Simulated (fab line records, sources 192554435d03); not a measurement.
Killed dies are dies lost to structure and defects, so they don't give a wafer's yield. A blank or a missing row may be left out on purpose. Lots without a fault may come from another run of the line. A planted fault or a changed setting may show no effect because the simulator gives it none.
Split-lot experiment | flow n5_finfet | 7 lots, 21 wafers read, on a route of 1938 steps

THE SPLIT
At N5_BEOL_M11_ETCH_41 (etches SiCN in CH3F/O2, target depth 42.6 nm, time 86 s), the setting time_s was moved away from the recipe's 86 s on 7 of the 21 wafers read, by -17.7% to +18.8%. The other wafers ran this setting at the recipe's value.

The reading is taken at the split's own step.

THE READING
etch.depth_nm (the simulator's own value, which no gauge read), in nm, at N5_BEOL_M11_ETCH_41 (etches SiCN in CH3F/O2, target depth 42.6 nm, time 86 s). The file gives no usual value for it. The 14 wafers here that ran the recipe average 32.61 nm, standard deviation 0.6 nm.

wafer  | tool, chamber at the split | time_s as run, s | against the recipe | etch.depth_nm, nm | against lot-mates on the recipe
L079.2 | rie_diel-03, 1             | 86               | recipe             | 32.42             | -
L079.4 | rie_diel-03, 0             | 86               | recipe             | 32.8              | -
L079.5 | rie_diel-03, 3             | 86               | recipe             | 32.12             | -
L081.3 | rie_diel-01, 2             | 86               | recipe             | 33.52             | -
L081.4 | rie_diel-01, 3             | 70.77            | -17.7%             | 26.24             | -7.28
L081.5 | rie_diel-01, 2             | 70.77            | -17.7%             | 27.49             | -6.03
L082.1 | rie_diel-04, 2             | 102.2            | +18.8%             | 38.16             | +5.05
L082.4 | rie_diel-04, 1             | 86               | recipe             | 33.11             | -
L082.5 | rie_diel-04, 3             | 102.2            | +18.8%             | 38.42             | +5.31
L083.1 | rie_diel-03, 2             | 86               | recipe             | 32.65             | -
L083.3 | rie_diel-03, 1             | 86               | recipe             | 32.27             | -
L083.5 | rie_diel-03, 1             | 94.32            | +9.7%              | 35.39             | +2.93
L088.2 | rie_diel-01, 2             | 86               | recipe             | 33.68             | -
L088.3 | rie_diel-01, 3             | 86               | recipe             | 31.8              | -
L088.6 | rie_diel-01, 3             | 86               | recipe             | 31.73             | -
L089.4 | rie_diel-03, 1             | 86               | recipe             | 31.93             | -
L089.5 | rie_diel-03, 0             | 100.1            | +16.4%             | 38                | +5.41
L089.6 | rie_diel-03, 3             | 86               | recipe             | 33.26             | -
L091.3 | rie_diel-04, 3             | 74.71            | -13.1%             | 28.06             | -4.57
L091.4 | rie_diel-04, 2             | 86               | recipe             | 32.71             | -
L091.6 | rie_diel-04, 3             | 86               | recipe             | 32.55             | -

THE FIT
A straight line over all 21 wafers: etch.depth_nm changes by +0.317 nm for each +1% of time_s; r = +0.98; the points scatter about the line by 0.57 nm.
The same after taking each lot's own level away (the mean of its wafers on the recipe; 21 wafers): +0.326 nm for each +1%; r = +0.98; scatter 0.62 nm.
On that fit, the largest move of time_s shifts the reading by 6.1 nm.
The lots' own levels span 32.403 to 33.520 nm, that is 1.9 times the standard deviation above.
So the lot-to-lot level changes the slope little: the two slopes agree.
Check: with one of the wafers moved furthest among these (+18.8%) left out of the fit, the line predicts +6.21 nm for it against its lot-mates. It came out at +5.05 nm against them.

OTHER SPLITS ON THESE WAFERS
These wafers also went through other splits before the reading. Each is held against what the fit with the lots' levels taken away leaves over:
other split on the same wafers | wafers away from the commonest value | r with etch.depth_nm (lot level and that fit taken away)
N5_BEOL_M11_COAT_63 spin_rpm   | 10                                   | -0.22
N5_BEOL_M11_VIA_ETCH_34 time_s | 8                                    | +0.04

THE FILE'S OWN FIT
etch.depth_nm changes by +0.326 nm for each +1% of time_s, r = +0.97.
